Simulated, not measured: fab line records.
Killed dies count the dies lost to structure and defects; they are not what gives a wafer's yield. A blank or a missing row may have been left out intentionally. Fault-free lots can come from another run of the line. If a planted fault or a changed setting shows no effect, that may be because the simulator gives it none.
fab line records	flow n5_finfet
[record] lots = 6	wafers = 18	last_day = 19
route steps=1938 shown FIN_SAQP@119 BEOL_M4@1111 PASSIVATION@1936
lots that met no fault: taken from a fault-free run of the same line
start_h: start of the lot's first displayed wafer, in hours after the record's first day	wait_h: hours elapsed since this lot's preceding step	" repeats the value in the row above	L1.1+2: several wafers, shown together as one row	- value missing, or start not given	* or withheld: withheld	< > ~ a bound
route shown NAME@n: names a module that has steps shown in the file, with the first one's number in the route	usual: mean/standard deviation of fault-free wafers	same: alike in all rows	chamber/n: place in a boat	sites: per-site readings	_std_site: the values' standard deviation	_edge_site: inner sites' mean taken away from outer sites' mean	radius_mm: for every site, how far away it sits from the centre of the wafer	mask NAME#n: copy n	behind: the tool/chamber that last shaped the wafer	hold: why the lot went on hold/how many hours it stayed there/how the hold came to an end	device: the transistor (n, p or np) that didn't switch	end of line: at the end of the route, the tests of the same wafers	for a step that has no rows: nothing shown but its recipe	killed: at the first sort, the dies lost to defects and structure; wafer yield is something else	map: the dies of a wafer, with x for killed, . for not killed, _ for no die there
set.NAME: the setting that was run; set.NAME@STEP: the one run at that earlier step	model.NAME: the simulator's own value behind a step, which no gauge read
lots at selected steps of the route; one table per step, one row per wafer
services: the hour from which a tool's chamber was out of use, counted from the record's first day as start_h (under 0 if before that day), plus the number of hours and why
[[steps]]
[step N5_FIN_SAQP_STRIP_74]
[recipe] chemistry = CHF3/O2	resist = SiARC	rf_frequency_hz = 6e+07
[step N5_FIN_SAQP_MANDREL_ETCH_22]
[recipe] target_depth_a = 600	chemistry = HBr/Cl2	target = a-Si	stop_on = SiNx	bt_time_s = 10	over_etch_frac = 0.5	time_s = 30	pressure_mtorr = 10	icp_w = 800	bias_w = 75	HBr_flow_sccm = 150	Cl2_flow_sccm = 80	ends = end_point
[step N5_FIN_SAQP_STRIP_55]
[recipe] chemistry = N2/H2	power_w = 500	temp_c = 40	pressure_mtorr = 50	rf_frequency_hz = 6e+07	overash_fraction = 0.3	bias_power_w = 28	h2_frac = 0.5	n2_flow_sccm = 300	h2_flow_sccm = 300
[step N5_FIN_SAQP_STRIP_23]
[recipe] chemistry = SPM	time_s = 750	temp_c = 130	h2so4_h2o2_vol_ratio = 4
[step N5_FIN_SAQP_SRD_66]
[recipe] dry = ipa_marangoni	time_s = 30	temp_c = 23	rinse_liquid = diw
[step N5_FIN_SAQP_RECESS_75]
[recipe] chemistry = HF/NH3	target = SiO2	target_depth_a = 144	afs_cycles = 3	temp_c = 30	sublimation_temp_c = 180	sublimation_time_s = 60
[usual] drypump_motor_current_A = 5.9/0.36
lot.wafer	tool	chamber	start_h	wait_h	drypump_motor_current_A
L104.1	vapor_etch-02	0	35.60	0.0	5.2
L104.3	"	0	"	"	5.2
L104.5	"	0	"	"	5.2
L112.2	vapor_etch-01	1	82.59	0.0	6.1
L112.3	"	1	"	"	6.1
L112.6	"	1	"	"	6.1
L113.1	vapor_etch-02	1	88.64	0.0	6.2
L113.2	"	0	"	"	5.2
L113.3	"	0	"	"	5.2
L115.1	vapor_etch-02	0	101.67	0.0	5.2
L115.2	"	1	"	"	6.2
L115.3	"	0	"	"	5.2
L118.1	vapor_etch-01	1	118.87	0.0	6.1
L118.2	"	0	"	"	5.9
L118.6	"	0	"	"	5.9
L124.1	vapor_etch-02	0	155.65	0.0	5.2
L124.4	"	1	"	"	6.2
L124.5	"	1	"	"	6.2
[step N5_FIN_SAQP_SPACER1_ALD_24]
[recipe] material = SiO2	target_thk_a = 203	temp_c = 300	ald_precursor_family = BDEAS	ald_co_reactant = O2-plasma	pulse_time_s = 1	purge_time_s = 2	co_reactant_purge_time_s = 2	ald_cycles = 218	pressure_torr = 2
[usual] heater_power_w = 488/40	precursor_pulse_height_rel = 0.999/0.02
lot.wafer	tool	chamber	start_h	wait_h	heater_power_w	precursor_pulse_height_rel	since_wet_clean_h
L104.1	ald_sin-01	2	35.99	0.3	437	1.016	28
L104.3	"	0	"	"	478	0.988	28
L104.5	"	3	"	"	570	0.966	-
L112.2	ald_sin-03	0	82.97	0.3	426	0.984	363
L112.3	"	3	"	"	509	1.044	363
L112.6	"	2	"	"	440	1.016	-
L113.1	ald_sin-01	1	91.54	2.8	501	1.034	84
L113.2	"	3	"	"	539	0.993	84
L113.3	"	2	"	"	450	0.994	84
L115.1	ald_sin-01	1	102.05	0.3	514	1.052	94
L115.2	"	0	"	"	486	0.998	94
L115.3	"	2	"	"	444	1.013	94
L118.1	ald_sin-03	1	119.25	0.3	494	1.016	20
L118.2	"	2	"	"	465	0.987	20
L118.6	"	1	"	"	494	0.975	-
L124.1	ald_sin-03	1	156.03	0.3	502	0.998	57
L124.4	"	0	"	"	424	1.007	57
L124.5	"	3	"	"	474	0.992	-
[step N5_FIN_SAQP_SPACER1_ETCHBACK_25]
[recipe] chemistry = CHF3/O2	mode = anisotropic_etchback	target = SiO2	target_depth_a = 244	time_s = 12.2	pressure_mtorr = 30	source_w = 650	bias_w = 170	Ar_flow_sccm = 200	CHF3_flow_sccm = 50	O2_flow_sccm = 5	ion_energy_ev = 200
[usual] drypump_motor_current_A = 5.7/0.43	oes_product_au = 0.76/0.064	rf_vpp_V = 526/10	showerhead_plenum_p_Torr = 2.42/0.091	throttle_valve_pct = 18.90/0.26
lot.wafer	tool	chamber	start_h	wait_h	drypump_motor_current_A	oes_product_au	rf_hours_counter_h	rf_vpp_V	showerhead_plenum_p_Torr	throttle_valve_pct
L104.1	rie_diel-04	3	37.31	1.0	5.7	0.74	159	526	2.51	19.19
L104.3	"	0	"	"	5.6	0.87	31	509	2.35	18.45
L104.5	"	1	"	"	5.3	0.74	-	527	2.52	19.26
L112.2	rie_diel-04	3	83.69	0.4	5.7	0.72	177	527	2.50	19.24
L112.3	"	0	"	"	5.6	0.84	48	508	2.35	18.48
L112.6	"	1	"	"	5.3	0.72	-	530	2.51	19.29
L113.1	rie_diel-05	3	92.29	0.4	6.1	0.77	135	527	2.41	18.95
L113.2	"	0	"	"	5.6	0.70	177	542	2.40	19.24
L113.3	"	1	"	"	6.5	0.69	204	526	2.31	19.14
L115.1	rie_diel-04	3	102.77	0.4	5.7	0.72	185	525	2.50	19.25
L115.2	"	1	"	"	5.3	0.72	188	529	2.51	19.31
L115.3	"	2	"	"	6.0	0.75	163	516	2.32	18.79
L118.1	rie_diel-02	3	120.02	0.4	4.9	0.72	195	541	2.38	18.87
L118.2	"	1	"	"	5.8	0.72	182	521	2.48	19.02
L118.6	"	1	"	"	5.8	0.73	-	524	2.48	19.01
L124.1	rie_diel-05	2	156.79	0.4	5.5	0.74	188	526	2.48	18.66
L124.4	"	3	"	"	6.1	0.76	153	528	2.41	18.97
L124.5	"	2	"	"	5.5	0.74	-	525	2.47	18.62
[step N5_FIN_SAQP_MANDREL1_REMOVE_56]
[recipe] chemistry = HBr/Cl2/O2	bt_time_s = 10	target = a-Si	stop_on = SiNx	endpoint = OES-SiCl	over_etch_frac = 1	icp_w = 600	bias_w = 22	HBr_flow_sccm = 150	Cl2_flow_sccm = 80	O2_flow_sccm = 5	pressure_mtorr = 10
[usual] drypump_motor_current_A = 5.5/0.53	oes_product_au = 0.999/0.016	throttle_valve_pct = 36.69/0.23
[same] bt_time_s = 10
lot.wafer	tool	chamber	start_h	wait_h	drypump_motor_current_A	oes_product_au	rf_hours_counter_h	throttle_valve_pct
L104.1	rie_si-02	3	37.40	0.1	5.2	0.975	135	36.39
L104.3	"	2	"	"	4.7	1.015	3	36.57
L104.5	"	2	"	"	4.7	1.025	-	36.58
L112.2	rie_si-05	3	83.77	0.1	5.8	1.011	99	36.77
L112.3	"	2	"	"	5.7	1.026	18	36.72
L112.6	"	3	"	"	5.8	1.011	-	36.77
L113.1	rie_si-05	3	92.39	0.1	5.8	1.016	99	36.79
L113.2	"	1	"	"	5.7	0.987	81	36.75
L113.3	"	2	"	"	5.6	1.011	18	36.71
L115.1	rie_si-02	2	102.86	0.1	4.7	1.006	4	36.58
L115.2	"	3	"	"	5.2	0.978	136	36.39
L115.3	"	1	"	"	5.2	0.974	45	36.68
L118.1	rie_si-02	3	120.10	0.1	5.2	0.988	136	36.37
L118.2	"	1	"	"	5.3	0.984	45	36.68
L118.6	"	0	"	"	6.7	1.017	-	36.65
L124.1	rie_si-06	2	156.88	0.1	4.8	1.005	23	37.37
L124.4	"	1	"	"	5.6	0.986	3	36.65
L124.5	"	2	"	"	4.8	1.003	-	37.36
[step N5_FIN_SAQP_CD_MEAS_27]
[recipe] target_cd_nm = 20	landing_energy_ev = 1000	detector = se_inlens	polarity = line
[usual] cd_nm = 20.29/0.23
lot.wafer	tool	chamber	start_h	wait_h	cd_nm
L104.1	cd_sem-02	0	37.51	0.1	20.25
L104.3	"	0	"	"	20.29
L104.5	"	0	"	"	20.38
L112.2	cd_sem-02	0	83.89	0.1	20.43
L112.3	"	0	"	"	20.43
L112.6	"	0	"	"	20.31
L113.1	cd_sem-02	0	92.50	0.1	19.89
L113.2	"	0	"	"	20.24
L113.3	"	0	"	"	20.39
L115.1	cd_sem-01	0	102.97	0.1	20.00
L115.2	"	0	"	"	20.15
L115.3	"	0	"	"	19.81
L118.1	cd_sem-03	0	120.21	0.1	20.04
L118.2	"	0	"	"	19.93
L118.6	"	0	"	"	20.59
L124.1	cd_sem-01	0	156.99	0.1	20.43
L124.4	"	0	"	"	20.36
L124.5	"	0	"	"	20.94
[step N5_FIN_SAQP_ETCH_57]
[recipe] chemistry = CH3F/O2	target = SiNx	mask_material = SiO2	target_depth_a = 325	time_s = 46.4	pressure_mtorr = 30	source_w = 395	bias_w = 73	Ar_flow_sccm = 150	CH3F_flow_sccm = 30	O2_flow_sccm = 20	ion_energy_ev = 120	ends = cleared
[step N5_FIN_SAQP_ETCH_65]
[recipe] chemistry = CF4	target = SiO2	target_depth_a = 40	ion_energy_ev = 350	time_s = 4.4	pressure_mtorr = 10	icp_w = 800	bias_w = 400	cf4_flow_sccm = 80
[step N5_FIN_SAQP_MANDREL_ETCH_58]
[recipe] chemistry = HBr/Cl2	target = a-Si	target_depth_a = 450	bt_time_s = 10	stop_on = SiNx	mask_material = SiO2	over_etch_frac = 0.8	time_s = 27	pressure_mtorr = 10	icp_w = 800	bias_w = 75	HBr_flow_sccm = 150	Cl2_flow_sccm = 80	ends = end_point
[usual] bias_w = 75.03/0.21	drypump_motor_current_A = 5.5/0.41	oes_product_au = 0.699/0.012	throttle_valve_pct = 35.58/0.21
[same] bt_time_s = 10
lot.wafer	tool	chamber	start_h	wait_h	bias_w	drypump_motor_current_A	oes_product_au	rf_hours_counter_h	throttle_valve_pct
L104.1	rie_si-06	2	37.71	0.0	75.46	4.8	0.705	22	36.23
L104.3	"	0	"	"	74.92	5.5	0.694	34	35.70
L104.5	"	0	"	"	75.09	5.4	0.708	-	35.69
L112.2	rie_si-06	0	84.07	0.0	92.44	5.4	0.695	35	35.72
L112.3	"	1	"	"	92.68	5.6	0.701	1	35.51
L112.6	"	0	"	"	92.37	5.4	0.698	-	35.72
L113.1	rie_si-06	1	92.69	0.0	92.50	5.6	0.697	1	35.54
L113.2	"	0	"	"	92.57	5.4	0.701	35	35.71
L113.3	"	3	"	"	92.29	5.5	0.717	197	35.56
L115.1	rie_si-05	1	103.16	0.0	75.32	5.7	0.673	82	35.60
L115.2	"	0	"	"	74.80	5.7	0.677	88	35.36
L115.3	"	2	"	"	74.74	5.6	0.703	18	35.58
L118.1	rie_si-05	3	120.40	0.0	75.35	5.8	0.705	100	35.62
L118.2	"	2	"	"	75.16	5.7	0.700	18	35.59
L118.6	"	1	"	"	75.39	5.7	0.677	-	35.61
L124.1	rie_si-02	1	157.24	0.0	74.85	5.2	0.689	46	35.57
L124.4	"	0	"	"	75.03	6.7	0.703	45	35.52
L124.5	"	2	"	"	75.11	4.7	0.708	-	35.42
[step N5_FIN_SAQP_RECESS_63]
[recipe] chemistry = HF/NH3	target = SiO2	target_depth_a = 180	afs_cycles = 3	temp_c = 30	sublimation_temp_c = 180	sublimation_time_s = 60
[usual] drypump_motor_current_A = 5.8/0.41
lot.wafer	tool	chamber	start_h	wait_h	drypump_motor_current_A
L104.1	vapor_etch-02	1	37.79	0.1	6.2
L104.3	"	0	"	"	5.2
L104.5	"	1	"	"	6.2
L112.2	vapor_etch-01	0	84.15	0.1	5.9
L112.3	"	0	"	"	5.9
L112.6	"	0	"	"	5.9
L113.1	vapor_etch-02	0	92.78	0.1	5.2
L113.2	"	1	"	"	6.2
L113.3	"	0	"	"	5.2
L115.1	vapor_etch-02	0	103.24	0.1	5.2
L115.2	"	1	"	"	6.2
L115.3	"	0	"	"	5.2
L118.1	vapor_etch-01	0	120.48	0.1	5.9
L118.2	"	1	"	"	6.1
L118.6	"	1	"	"	6.1
L124.1	vapor_etch-02	1	157.32	0.1	6.2
L124.4	"	0	"	"	5.2
L124.5	"	1	"	"	6.2
[step N5_BEOL_M4_RC_MEAS_101]
[usual] DIBL_N = 36.6/1.9	DIBL_P = 36.7/2.2	IOFF_N = 0.16/0.035	IOFF_P = 0.22/0.038	ION_N = 672/14	ION_P = 462/8.3	SS_N = 71.6/0.65	SS_P = 73.5/0.72	VT_N = 250/3.5	VT_P = -250/3.1
lot.wafer	tool	chamber	start_h	wait_h	DIBL_N[mV/V]	DIBL_P[mV/V]	IOFF_N[nA/um]	IOFF_P[nA/um]	ION_N[uA/um]	ION_P[uA/um]	SS_N[mV/dec]	SS_P[mV/dec]	VT_N[mV]	VT_P[mV]
L104.1	prober-02	0	218.22	0.0	32.9	32.0	0.11	0.17	673	468	70.0	72.3	252	-248
L104.3	"	0	"	"	35.2	35.0	0.13	0.21	657	465	70.7	72.8	253	-245
L104.5	"	0	"	"	35.5	35.4	0.14	0.22	659	463	70.8	73.1	251	-247
L113.1	prober-01	0	254.48	0.0	36.9	38.7	0.19	0.24	664	457	72.5	73.6	248	-250
L113.2	"	0	"	"	35.1	37.1	0.15	0.21	673	464	71.7	73.5	252	-251
L113.3	"	0	"	"	35.2	37.4	0.15	0.22	659	455	71.3	73.4	252	-251
L112.2	prober-02	0	257.43	0.2	35.7	35.1	0.15	0.19	673	457	71.8	73.2	254	-252
L112.3	"	0	"	"	38.5	37.7	0.20	0.24	660	452	72.4	74.7	250	-252
L112.6	"	0	"	"	35.9	35.0	0.16	0.19	675	458	72.3	73.1	254	-254
L115.1	prober-01	0	271.92	0.0	36.7	36.6	0.16	0.21	663	456	72.2	73.3	249	-252
L115.2	"	0	"	"	35.8	35.7	0.15	0.20	681	470	71.4	73.1	248	-252
L115.3	"	0	"	"	34.7	34.2	0.13	0.18	677	462	71.1	73.0	253	-253
L118.1	prober-01	0	291.00	0.0	35.8	37.3	0.15	0.24	676	466	71.3	74.4	251	-247
L118.2	"	0	"	"	40.0	41.2	0.24	0.32	666	461	72.7	75.3	249	-245
L118.6	"	0	"	"	35.4	37.4	0.15	0.23	662	467	71.4	74.0	252	-247
L124.1	prober-02	0	319.66	0.0	36.6	36.0	0.16	0.23	682	472	71.7	72.4	248	-246
L124.4	"	0	"	"	36.7	35.6	0.17	0.23	688	464	71.3	73.1	247	-248
L124.5	"	0	"	"	37.7	38.1	0.19	0.28	692	478	71.9	73.1	246	-244
[step N5_PASSIVATION_PROBE_49]
[usual] defect_limited_yield = 91.6/1.4	killed_at_M0_to_M3 = 35/10	killed_at_M4_up = 13/4.8	killed_at_contacts = 12/7.2	killed_at_front_end = 36/12	killed_at_other = 4/3.1	killed_dies = 100/17	killed_on_rim = 13/4.2	killed_open = 66/13	killed_short = 32/7.3	sort_bin_4_leakage = 0.00/0.0099	sort_bin_5_function = 5.0/0.94	sort_bin_6_memory = 3.1/0.67	sort_bin_8_speed = 0.01/0.047	sort_n_pass = 1080/17
[same] gross_dies = 1180	killed_at_back_side = 0
lot.wafer	tool	chamber	start_h	wait_h	defect_limited_yield[%]	killed_at_M0_to_M3	killed_at_M4_up	killed_at_contacts	killed_at_front_end	killed_at_other	killed_dies	killed_on_rim	killed_open	killed_short	sort_bin_4_leakage[%]	sort_bin_5_function[%]	sort_bin_6_memory[%]	sort_bin_8_speed[%]	sort_n_pass
L104.1	prober-01	-	347.61	0.0	91.9	43	12	5	27	8	95	14	67	26	0	5.1	2.8	0	1085
L104.3	prober-01	-	347.71	0.1	90.3	24	15	9	65	2	115	9	69	46	0	5.9	3.1	0	1065
L104.5	prober-01	-	347.81	0.2	92.3	31	8	5	34	13	91	13	66	24	0	4.7	2.7	0	1089
L113.1	prober-02	-	376.75	0.0	91.9	40	9	12	29	5	95	18	62	33	0	4.8	3.1	0	1085
L113.2	prober-02	-	376.80	0.1	90.8	29	9	15	43	13	109	19	79	30	0	5.3	3.7	0	1071
L113.3	prober-02	-	376.85	0.1	91.4	26	17	5	44	10	102	11	54	47	0	5.0	3.1	0	1078
L115.1	prober-01	-	389.01	0.0	90.7	30	16	13	47	4	110	13	75	34	0	5.2	3.5	0	1070
L115.2	prober-01	-	389.06	0.1	91.7	31	11	9	43	4	98	13	70	28	0	4.6	3.4	0	1082
L115.3	prober-01	-	389.11	0.1	90.2	37	16	15	44	4	116	19	74	37	0	5.8	3.4	0.17	1064
L112.2	prober-01	-	389.65	0.1	90.7	26	16	9	55	4	110	18	56	51	0	5.3	3.4	0	1070
L112.3	prober-01	-	389.70	0.1	91.3	43	11	10	36	3	103	16	71	32	0	5.8	2.7	0	1077
L112.6	prober-01	-	389.85	0.3	93.0	23	15	14	31	0	83	10	53	30	0	3.9	3.0	0	1097
L118.1	prober-01	-	412.09	0.0	92.6	27	9	13	32	6	87	13	52	35	0	4.2	2.8	0	1093
L118.2	prober-01	-	412.14	0.1	91.9	33	15	19	25	3	95	13	68	27	0.08	5.5	2.5	0	1084
L118.6	prober-01	-	412.34	0.3	91.1	20	10	19	48	8	105	8	64	41	0	4.6	3.8	0	1075
L124.1	prober-01	-	446.15	0.0	88.9	76	16	9	25	5	131	10	100	31	0	6.9	4.1	0	1049
L124.4	prober-01	-	446.30	0.2	92.1	31	14	2	41	5	93	13	60	32	0	4.9	2.7	0	1087
L124.5	prober-01	-	446.35	0.2	89.6	34	21	10	53	5	123	15	83	39	0	6.3	4.0	0	1057
// killed by level:class
L104.1 STI_FIN_REVEAL:geometric_particle:open=10 BEOL_M2:geometric_particle:open=10 BEOL_M3:geometric_particle:open=10 BEOL_M0_SAQP:geometric_particle:short=7 MOL_CONTACT_COAG:geometric_particle:open=5 BEOL_M0_SAQP:geometric_particle:open=5 BEOL_M1:geometric_particle:open=4 GATE_CUT:geometric_particle:short=3
L104.3 FIN_SAQP:geometric_particle:short=15 GATE_CUT:geometric_particle:short=11 FIN_SAQP:geometric_particle:open=10 STI_FIN_REVEAL:geometric_particle:open=10 BEOL_M0_SAQP:geometric_particle:short=6 MOL_CONTACT_COAG:geometric_particle:open=6 BEOL_M0:geometric_particle:open=6 BEOL_M1:geometric_particle:open=5
L104.5 BEOL_M3:geometric_particle:open=12 GATE_CUT:geometric_particle:open=7 BEOL_M0_SAQP:geometric_particle:short=7 FIN_SAQP:geometric_particle:open=6 STI_FIN_REVEAL:geometric_particle:open=6 GATE_CUT:geometric_particle:short=5 PASS1_CAP:geometric_particle:open=5 DUMMY_GATE:geometric_particle:open=4
L113.1 MOL_CONTACT_COAG:geometric_particle:open=9 BEOL_M0_SAQP:geometric_particle:open=8 BEOL_M3:geometric_particle:open=8 BEOL_M0_SAQP:geometric_particle:short=8 BEOL_M0:geometric_particle:open=7 FIN_SAQP:geometric_particle:open=5 STARTING-WAFER:geometric_particle:short=5 FIN_SAQP:geometric_particle:short=4
L113.2 FIN_SAQP:geometric_particle:open=18 MOL_CONTACT_COAG:geometric_particle:open=14 STI_FIN_REVEAL:geometric_particle:open=6 BEOL_M0_SAQP:geometric_particle:open=6 MIM_TOP_ETCH:geometric_particle:open=6 BEOL_M1:geometric_particle:open=5 MIM_TOP_ETCH:geometric_particle:short=5 FIN_SAQP:geometric_particle:short=4
L113.3 BEOL_M0_SAQP:geometric_particle:short=13 STI_FIN_REVEAL:geometric_particle:open=10 BEOL_M0_SAQP:geometric_particle:open=6 BEOL_M4:geometric_particle:open=6 GATE_CUT:geometric_particle:short=5 ILD0:geometric_particle:short=4 BEOL_M4:geometric_particle:short=4 FIN_SAQP:geometric_particle:short=3
L115.1 MOL_CONTACT_COAG:geometric_particle:open=12 FIN_SAQP:geometric_particle:open=10 BEOL_M1:geometric_particle:open=10 FIN_SAQP:geometric_particle:short=6 STI_FIN_REVEAL:geometric_particle:open=6 STARTING-WAFER:geometric_particle:short=6 BEOL_M0_SAQP:geometric_particle:open=6 DUMMY_GATE:geometric_particle:open=5
L115.2 BEOL_M1:geometric_particle:open=11 STI_FIN_REVEAL:geometric_particle:open=9 FIN_SAQP:geometric_particle:short=6 FIN_SAQP:geometric_particle:open=6 BEOL_M2:geometric_particle:open=6 STARTING-WAFER:geometric_particle:open=6 MOL_CONTACT_COAG:geometric_particle:open=5 BEOL_M3:geometric_particle:open=5
L115.3 FIN_SAQP:geometric_particle:open=13 MOL_CONTACT_COAG:geometric_particle:open=10 FIN_SAQP:geometric_particle:short=8 BEOL_M1:geometric_particle:open=7 BEOL_M2:geometric_particle:open=7 STI_FIN_REVEAL:geometric_particle:open=6 BEOL_M0_SAQP:geometric_particle:short=6 BEOL_M3:geometric_particle:open=6
L112.2 FIN_SAQP:geometric_particle:short=28 FIN_SAQP:geometric_particle:open=11 BEOL_M0_SAQP:geometric_particle:short=9 MOL_CONTACT_COAG:geometric_particle:open=8 BEOL_M4:geometric_particle:open=7 STI_FIN_REVEAL:geometric_particle:open=6 BEOL_M1:geometric_particle:open=6 BEOL_M7:geometric_particle:open=5
L112.3 MOL_CONTACT_COAG:geometric_particle:open=10 BEOL_M0_SAQP:geometric_particle:short=10 BEOL_M0_SAQP:geometric_particle:open=7 BEOL_M2:geometric_particle:open=7 DUMMY_GATE:geometric_particle:open=6 BEOL_M5:geometric_particle:open=6 STARTING-WAFER:geometric_particle:open=6 DUMMY_GATE:geometric_particle:short=5
L112.6 MOL_CONTACT_COAG:geometric_particle:open=9 BEOL_M4:geometric_particle:open=7 BEOL_M0_SAQP:geometric_particle:open=6 BEOL_M0_SAQP:geometric_particle:short=6 STARTING-WAFER:geometric_particle:open=6 FIN_SAQP:geometric_particle:short=5 STI_FIN_REVEAL:geometric_particle:open=5 MOL_CONTACT_COAG:geometric_particle:short=5
L118.1 MOL_CONTACT_COAG:geometric_particle:open=11 STI_FIN_REVEAL:geometric_particle:open=9 BEOL_M0_SAQP:geometric_particle:short=7 BEOL_M3:geometric_particle:open=5 FIN_SAQP:geometric_particle:short=4 GATE_CUT:geometric_particle:short=4 BEOL_M0_SAQP:geometric_particle:open=4 STARTING-WAFER:geometric_particle:open=3
L118.2 MOL_CONTACT_COAG:geometric_particle:open=16 BEOL_M0_SAQP:geometric_particle:open=9 BEOL_M3:geometric_particle:open=9 BEOL_M4:geometric_particle:open=9 BEOL_M0_SAQP:geometric_particle:short=6 FIN_SAQP:geometric_particle:open=4 STI_FIN_REVEAL:geometric_particle:open=4 FIN_SAQP:geometric_particle:short=3
L118.6 MOL_CONTACT_COAG:geometric_particle:open=14 FIN_SAQP:geometric_particle:short=11 DUMMY_GATE:geometric_particle:open=8 BEOL_M0_SAQP:geometric_particle:open=7 FIN_SAQP:geometric_particle:open=6 GATE_CUT:geometric_particle:short=5 MOL_CONTACT_COAG:geometric_particle:short=5 DUMMY_GATE:geometric_particle:short=4
L124.1 BEOL_M1:geometric_particle:open=33 BEOL_M0_SAQP:geometric_particle:short=10 BEOL_M3:geometric_particle:open=10 BEOL_M0_SAQP:geometric_particle:open=9 MOL_CONTACT_COAG:geometric_particle:open=7 BEOL_M4:geometric_particle:open=7 FIN_SAQP:geometric_particle:open=6 FIN_SAQP:geometric_particle:short=5
L124.4 FIN_SAQP:geometric_particle:short=9 BEOL_M1:geometric_particle:open=9 STI_FIN_REVEAL:geometric_particle:open=8 BEOL_M0_SAQP:geometric_particle:short=5 BEOL_M2:geometric_particle:open=5 BEOL_M4:geometric_particle:open=5 DUMMY_GATE:geometric_particle:open=4 GATE_CUT:geometric_particle:open=4
L124.5 BEOL_M4:geometric_particle:open=14 BEOL_M1:geometric_particle:open=11 FIN_SAQP:geometric_particle:short=10 STI_FIN_REVEAL:geometric_particle:open=10 MOL_CONTACT_COAG:geometric_particle:open=8 FIN_SAQP:geometric_particle:open=7 BEOL_M2:geometric_particle:open=6 STI_FIN_REVEAL:geometric_particle:short=5
[[services]]
tool	chamber	start_h	hours	kind
rie_diel-05	2	15.87	9.6	repair
rie_diel-02	-	25.16	2.9	repair
rie_si-05	3	29.13	3.5	repair
rie_diel-02	-	30.50	0.2	repair
rie_diel-02	1	38.04	19.6	repair
rie_si-05	3	40.95	5.0	repair
rie_diel-05	3	48.03	14.3	repair
rie_diel-02	1	58.16	9.7	repair
rie_diel-05	-	70.86	2.8	pm
rie_si-05	0	81.46	14.0	repair
ald_sin-03	-	85.25	14.0	pm
rie_si-02	-	88.10	14.6	pm
rie_si-06	2	89.55	7.2	repair
ald_sin-01	0	93.11	4.9	repair
vapor_etch-01	-	95.60	0.2	repair
rie_si-06	2	96.79	15.0	repair
vapor_etch-01	-	101.70	1.5	repair
vapor_etch-02	-	110.28	2.8	pm
ald_sin-01	-	112.30	2.8	pm
vapor_etch-02	1	116.87	2.6	repair
rie_diel-05	-	117.75	0.6	repair
rie_diel-05	-	126.84	0.3	repair
rie_diel-04	0	146.11	2.5	repair
rie_si-05	1	148.20	7.9	repair
[[key]]
[first_sign] step = N5_FIN_SAQP_MANDREL_ETCH_58	reading = bias_w	direction = up	sigmas = 83	usual = *	struck = *
effect none on later readings
met_at N5_FIN_SAQP_MANDREL_ETCH_58
struck_wafers L112.2,L112.3,L112.6,L113.1,L113.2,L113.3
onset_between 37.71 84.07
[fault] kind = process_parameter_drift	tool = rie_si-06	chamber = -	onset_h = 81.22	steps = N5_FIN_SAQP_MANDREL_ETCH_58	channel = bias_w	offset = *	shape = step	end_h = 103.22	acts_in = *	stated = *
